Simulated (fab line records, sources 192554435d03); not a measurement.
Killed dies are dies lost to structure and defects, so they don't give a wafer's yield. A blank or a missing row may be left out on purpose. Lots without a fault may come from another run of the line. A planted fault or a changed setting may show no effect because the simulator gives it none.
Chamber matching | flow n5_finfet | N5_ZERO_LAYER_DESCUM_16 on rie_diel-01: 4 sister chambers
The step chemistry O2, time 7.9 s. 7 wafers are shown with their chamber, then 9 later ones without.

WAFERS WITH THEIR CHAMBER
wafer  | chamber | showerhead_plenum_p_Torr (Torr) | drypump_motor_current_A (A)
L083.3 | 2       | 2.14                            | 5.7
L086.3 | 0       | 2.11                            | 6.4
L086.4 | 0       | 2.11                            | 6.4
L086.6 | 3       | 2.08                            | 5.3
L090.3 | 3       | 2.08                            | 5.4
L090.4 | 2       | 2.13                            | 5.7
L090.6 | 1       | 2.24                            | 5.7

WAFERS WITHOUT THEIR CHAMBER
wafer  | showerhead_plenum_p_Torr (Torr) | drypump_motor_current_A (A)
L091.2 | 2.13                            | 5.8
L091.4 | 2.08                            | 5.4
L091.6 | 2.08                            | 5.4
L093.1 | 2.24                            | 5.7
L093.5 | 2.08                            | 5.4
L093.6 | 2.10                            | 6.5
L096.1 | 2.24                            | 5.7
L096.3 | 2.10                            | 6.4
L096.5 | 2.24                            | 5.8

WHICH CHAMBER EACH WENT THROUGH
wafer  | from the rows above | in truth
L091.2 | 2                   | 2
L091.4 | 3                   | 3
L091.6 | 3                   | 3
L093.1 | 1                   | 1
L093.5 | 3                   | 3
L093.6 | 0                   | 0
L096.1 | 1                   | 1
L096.3 | 0                   | 0
L096.5 | 1                   | 1
Placed correctly: 9 of 9. Can't be placed from these rows: 0. Placed wrongly: 0.
How it was worked out, from the rows above alone: a wafer's distance from a chamber is the root of the sum, over the readings, of the square of ((its reading less the chamber's mean) divided by the reading's scatter). The wafer belongs to the nearest chamber; if the next one is less than 2 further off, it can't be placed. A chamber's mean is the mean of its shown wafers. The scatter: the root of (the sum of the squares of (reading less its chamber's mean) over the shown wafers, divided by (wafers less chambers)).
